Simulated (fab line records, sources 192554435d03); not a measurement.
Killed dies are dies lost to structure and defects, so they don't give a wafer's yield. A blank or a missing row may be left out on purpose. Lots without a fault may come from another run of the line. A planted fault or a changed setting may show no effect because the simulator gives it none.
Chamber matching | flow n5_finfet | N5_FIN_SAQP_MANDREL2_REMOVE_60 on rie_si-02: 4 sister chambers
The step chemistry HBr/Cl2/O2, target a-Si, stops on SiNx, bt time 10 s. 4 wafers are shown with their chamber, then 7 later ones without.

WAFERS WITH THEIR CHAMBER
wafer  | chamber | throttle_valve_pct (%)
L079.4 | 0       | 37.2
L083.3 | 3       | 36.1
L086.3 | 2       | 36.5
L086.4 | 1       | 36.6

WAFERS WITHOUT THEIR CHAMBER
wafer  | throttle_valve_pct (%)
L086.6 | 36.2
L091.3 | 36.5
L091.4 | 36.6
L091.6 | 36.5
L097.1 | 36.2
L097.3 | 36.5
L097.4 | 36.6

WHICH CHAMBER EACH WENT THROUGH
wafer  | from the rows above     | in truth
L086.6 | 3                       | 3
L091.3 | can't be placed: 2 or 1 | 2
L091.4 | can't be placed: 1 or 2 | 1
L091.6 | can't be placed: 2 or 1 | 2
L097.1 | 3                       | 3
L097.3 | can't be placed: 2 or 1 | 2
L097.4 | can't be placed: 1 or 2 | 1
Placed correctly: 2 of 7. Can't be placed from these rows: 5 (the true chamber is among the candidates in 5). Placed wrongly: 0.
How it was worked out, from the rows above alone: a wafer's distance from a chamber is the root of the sum, over the readings, of the square of ((its reading less the chamber's mean) divided by the reading's scatter). The wafer belongs to the nearest chamber; if the next one is less than 2 further off, it can't be placed. A chamber's mean is the mean of its shown wafers. The scatter: with one shown wafer a chamber, the root of the mean of the squares of how far each hidden wafer lies from its nearest shown one.
